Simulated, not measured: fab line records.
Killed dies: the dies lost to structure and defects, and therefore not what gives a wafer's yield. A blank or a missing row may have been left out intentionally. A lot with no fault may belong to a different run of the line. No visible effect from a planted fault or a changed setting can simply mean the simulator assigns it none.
Matching of chambers + flow nand-harc + 3 sister chambers for NHARC_P_CONTACT_DEP_30 on pecvd-01
The step deposits SiNx, target thk 30 nm. 6 wafers are shown with their chamber, then 9 later ones without.

== EACH WAFER AND ITS CHAMBER ==
| wafer  | chamber | heater-power-w (W) |
|--------|---------|--------------------|
| L083.2 | 2       | 927                |
| L083.3 | 0       | 701                |
| L083.6 | 1       | 881                |
| L089.1 | 0       | 625                |
| L089.3 | 1       | 896                |
| L089.4 | 2       | 846                |

== WAFERS MISSING THEIR CHAMBER ==
| wafer  | heater-power-w (W) |
|--------|--------------------|
| L089.2 | 841                |
| L089.5 | 610                |
| L089.6 | 715                |
| L092.2 | 618                |
| L092.4 | 890                |
| L092.6 | 850                |
| L096.1 | 618                |
| L096.5 | 625                |
| L096.6 | 916                |

== THE CHAMBER EACH PASSED THROUGH ==
| wafer  | from the rows above     | in truth                   |
|--------|-------------------------|----------------------------|
| L089.2 | can't be placed: 2 or 1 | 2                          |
| L089.5 | 0                       | 0                          |
| L089.6 | 0                       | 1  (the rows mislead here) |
| L092.2 | 0                       | 0                          |
| L092.4 | can't be placed: 1 or 2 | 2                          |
| L092.6 | can't be placed: 2 or 1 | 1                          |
| L096.1 | 0                       | 0                          |
| L096.5 | 0                       | 0                          |
| L096.6 | can't be placed: 1 or 2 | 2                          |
Correctly placed: 4 of 9. These rows do not allow placing 4 (true chamber among the candidates in 4). 1 placed wrongly.
How it was worked out, from the rows above alone: a wafer's distance from a chamber is the root of the sum, over the readings, of the square of ((its reading less the chamber's mean) divided by the reading's scatter). The wafer belongs to the nearest chamber; if the next one is less than 2 further off, it can't be placed. A chamber's mean is the mean of its shown wafers. The scatter: the root of (the sum of the squares of (reading less its chamber's mean) over the shown wafers, divided by (wafers less chambers)).
